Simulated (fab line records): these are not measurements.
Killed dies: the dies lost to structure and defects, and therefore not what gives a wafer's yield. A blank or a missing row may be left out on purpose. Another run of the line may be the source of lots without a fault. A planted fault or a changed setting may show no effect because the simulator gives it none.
Matching of chambers || flow n5-finfet || N5_FIN_SAQP_PECVD_47 on pecvd-01: 3 sister chambers
The step deposits a-Si from SiH4/He, target thk 45 nm, time 36.3 s. 16 wafers are shown with their chamber, then 8 later ones without.

## WAFERS PAIRED WITH THEIR CHAMBERS
{"wafer": "L074.1", "chamber": 0, "showerhead-plenum-p-Torr (Torr)": 5.73, "throttle-valve-pct (%)": 16.9, "heater-power-w (W)": 786}
{"wafer": "L074.3", "chamber": 2, "showerhead-plenum-p-Torr (Torr)": 5.69, "throttle-valve-pct (%)": 18.7, "heater-power-w (W)": 801}
{"wafer": "L074.5", "chamber": 2, "showerhead-plenum-p-Torr (Torr)": 5.71, "throttle-valve-pct (%)": 18.3, "heater-power-w (W)": 783}
{"wafer": "L075.2", "chamber": 2, "showerhead-plenum-p-Torr (Torr)": 5.69, "throttle-valve-pct (%)": 18.3, "heater-power-w (W)": 837}
{"wafer": "L075.4", "chamber": 0, "showerhead-plenum-p-Torr (Torr)": 5.72, "throttle-valve-pct (%)": 17.0, "heater-power-w (W)": 828}
{"wafer": "L075.6", "chamber": 1, "showerhead-plenum-p-Torr (Torr)": 5.58, "throttle-valve-pct (%)": 18.2, "heater-power-w (W)": 742}
{"wafer": "L080.1", "chamber": 0, "showerhead-plenum-p-Torr (Torr)": 5.73, "throttle-valve-pct (%)": 17.1, "heater-power-w (W)": 700}
{"wafer": "L080.5", "chamber": 2, "showerhead-plenum-p-Torr (Torr)": 5.69, "throttle-valve-pct (%)": 18.3, "heater-power-w (W)": 831}
{"wafer": "L080.6", "chamber": 1, "showerhead-plenum-p-Torr (Torr)": 5.59, "throttle-valve-pct (%)": 18.3, "heater-power-w (W)": 761}
{"wafer": "L086.1", "chamber": 1, "showerhead-plenum-p-Torr (Torr)": 5.58, "throttle-valve-pct (%)": 18.3, "heater-power-w (W)": 772}
{"wafer": "L086.3", "chamber": 0, "showerhead-plenum-p-Torr (Torr)": 5.74, "throttle-valve-pct (%)": 17.0, "heater-power-w (W)": 702}
{"wafer": "L086.5", "chamber": 2, "showerhead-plenum-p-Torr (Torr)": 5.72, "throttle-valve-pct (%)": 18.2, "heater-power-w (W)": 841}
{"wafer": "L090.2", "chamber": 2, "showerhead-plenum-p-Torr (Torr)": 5.68, "throttle-valve-pct (%)": 18.3, "heater-power-w (W)": 880}
{"wafer": "L090.4", "chamber": 1, "showerhead-plenum-p-Torr (Torr)": 5.59, "throttle-valve-pct (%)": 18.2, "heater-power-w (W)": 858}
{"wafer": "L090.6", "chamber": 0, "showerhead-plenum-p-Torr (Torr)": 5.73, "throttle-valve-pct (%)": 17.0, "heater-power-w (W)": 766}
{"wafer": "L092.1", "chamber": 0, "showerhead-plenum-p-Torr (Torr)": 5.72, "throttle-valve-pct (%)": 16.8, "heater-power-w (W)": 831}

SIGNATURES (means of the wafers above)
{"reading": "showerhead-plenum-p-Torr", "chamber 0": 5.7283, "chamber 1": 5.5850, "chamber 2": 5.6967, "scatter within a chamber": 0.0108}
{"reading": "throttle-valve-pct", "chamber 0": 16.967, "chamber 1": 18.250, "chamber 2": 18.350, "scatter within a chamber": 0.13}
{"reading": "heater-power-w", "chamber 0": 768.83, "chamber 1": 783.25, "chamber 2": 828.83, "scatter within a chamber": 48.4}
Rule: for each reading, subtract the chamber's mean from the wafer's reading, divide by that reading's scatter and square the result; add these up over the readings and take the root, which gives the wafer's distance from the chamber. If the next closest chamber is less than 2 further off than the closest, the wafer can't be placed; otherwise it belongs to the closest. The scatter: the root of (the sum of the squares of (reading less its chamber's mean) over the shown wafers, divided by (wafers less chambers)).

## WAFERS WITH NO CHAMBER GIVEN
{"wafer": "L092.2", "showerhead-plenum-p-Torr (Torr)": 5.59, "throttle-valve-pct (%)": 18.1, "heater-power-w (W)": 826}
{"wafer": "L092.3", "showerhead-plenum-p-Torr (Torr)": 5.70, "throttle-valve-pct (%)": 18.4, "heater-power-w (W)": 731}
{"wafer": "L095.1", "showerhead-plenum-p-Torr (Torr)": 5.70, "throttle-valve-pct (%)": 18.6, "heater-power-w (W)": 816}
{"wafer": "L095.3", "showerhead-plenum-p-Torr (Torr)": 5.57, "throttle-valve-pct (%)": 18.1, "heater-power-w (W)": 739}
{"wafer": "L095.6", "showerhead-plenum-p-Torr (Torr)": 5.70, "throttle-valve-pct (%)": 18.4, "heater-power-w (W)": 838}
{"wafer": "L096.2", "showerhead-plenum-p-Torr (Torr)": 5.74, "throttle-valve-pct (%)": 17.1, "heater-power-w (W)": 816}
{"wafer": "L096.3", "showerhead-plenum-p-Torr (Torr)": 5.69, "throttle-valve-pct (%)": 18.3, "heater-power-w (W)": 818}
{"wafer": "L096.6", "showerhead-plenum-p-Torr (Torr)": 5.72, "throttle-valve-pct (%)": 18.6, "heater-power-w (W)": 815}

## EACH ONE'S CHAMBER
{"wafer": "L092.2", "from the rows above": 1, "in truth": 1}
{"wafer": "L092.3", "from the rows above": 2, "in truth": 2}
{"wafer": "L095.1", "from the rows above": 2, "in truth": 2}
{"wafer": "L095.3", "from the rows above": 1, "in truth": 1}
{"wafer": "L095.6", "from the rows above": 2, "in truth": 2}
{"wafer": "L096.2", "from the rows above": 0, "in truth": 0}
{"wafer": "L096.3", "from the rows above": 2, "in truth": 2}
{"wafer": "L096.6", "from the rows above": 2, "in truth": 2}
Correct placement for 8 of the 8. From these rows, 0 cannot be placed. Wrongly placed: 0.
